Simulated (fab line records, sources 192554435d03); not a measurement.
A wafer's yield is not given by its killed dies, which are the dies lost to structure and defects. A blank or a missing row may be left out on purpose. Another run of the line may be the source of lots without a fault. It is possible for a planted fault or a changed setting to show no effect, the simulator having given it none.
Matching of chambers    flow n5-finfet    N5_FIN_SAQP_DESCUM_21 on rie-diel-03: 4 sister chambers
The step chemistry O2, time 7.9 s. 33 wafers are shown with their chamber, then 12 later ones without.

## WAFERS PAIRED WITH THEIR CHAMBERS
wafer   chamber  drypump-motor-current-A (A)  throttle-valve-pct (%)  oes-product-au (a.u.)
L076.3  2        5.1                          20.27                   0.76
L076.4  2        5.1                          20.27                   0.75
L076.6  3        5.4                          20.42                   0.65
L077.1  0        5.7                          20.54                   0.73
L077.2  1        5.9                          20.49                   1.00
L077.3  2        5.1                          20.26                   0.76
L077.4  2        5.1                          20.30                   0.76
L077.5  0        5.7                          20.53                   0.73
L077.6  1        5.9                          20.50                   0.99
L080.2  2        5.1                          20.30                   0.75
L080.3  0        5.7                          20.56                   0.73
L080.4  2        5.1                          20.30                   0.76
L081.1  2        5.1                          20.30                   0.75
L081.2  1        5.9                          20.52                   0.94
L081.3  0        5.7                          20.55                   0.72
L081.4  0        5.7                          20.56                   0.72
L081.5  2        5.1                          20.32                   0.74
L081.6  1        5.9                          20.53                   0.95
L082.2  1        5.9                          20.53                   0.94
L082.3  2        5.1                          20.30                   0.74
L082.4  1        5.9                          20.53                   0.95
L083.1  0        5.7                          20.56                   0.73
L083.2  1        5.8                          20.53                   0.94
L083.4  2        5.1                          20.30                   0.75
L084.1  3        5.4                          20.07                   0.94
L084.2  0        5.7                          20.56                   0.73
L084.3  2        5.1                          20.30                   0.75
L084.4  1        5.9                          20.53                   0.93
L084.5  2        5.1                          20.32                   0.74
L084.6  3        5.4                          20.07                   0.95
L085.2  1        5.9                          20.53                   0.93
L085.4  3        5.4                          20.08                   0.93
L085.6  2        5.1                          20.32                   0.74

SIGNATURES, as means of the wafers listed above
reading                  chamber 0  chamber 1  chamber 2  chamber 3  scatter within a chamber
drypump-motor-current-A  5.700      5.889      5.100      5.400      0.0175
throttle-valve-pct       20.5514    20.5211    20.2969    20.1600    0.058
oes-product-au           0.7271     0.9522     0.7500     0.8675     0.0489
Rule: a wafer's distance from a chamber is the root of the sum, over the readings, of the square of ((its reading less the chamber's mean) divided by the reading's scatter). The wafer belongs to the nearest chamber; if the next one is less than 2 further off, it can't be placed. The scatter: the root of (the sum of the squares of (reading less its chamber's mean) over the shown wafers, divided by (wafers less chambers)).

## WAFERS WHOSE CHAMBER IS MISSING
wafer   drypump-motor-current-A (A)  throttle-valve-pct (%)  oes-product-au (a.u.)
L088.2  5.4                          20.09                   0.90
L088.3  5.9                          20.53                   0.90
L088.5  5.7                          20.58                   0.71
L089.3  5.4                          20.08                   0.88
L089.5  5.4                          20.10                   0.88
L089.6  5.9                          20.55                   0.90
L095.1  5.1                          20.35                   0.73
L095.2  5.7                          20.60                   0.71
L095.3  5.8                          20.56                   0.88
L095.4  5.4                          20.11                   0.87
L095.5  5.4                          20.11                   0.88
L095.6  5.1                          20.35                   0.72

## EACH ONE'S CHAMBER
wafer   from the rows above      in truth
L088.2  3                        3
L088.3  1                        1
L088.5  0                        0
L089.3  3                        3
L089.5  3                        3
L089.6  1                        1
L095.1  2                        2
L095.2  0                        0
L095.3  can't be placed: 1 or 0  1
L095.4  3                        3
L095.5  3                        3
L095.6  2                        2
Correctly placed: 11 of 12. Unplaceable from these rows: 1, with the true chamber sitting among the candidates in 1. Placed wrongly: 0.
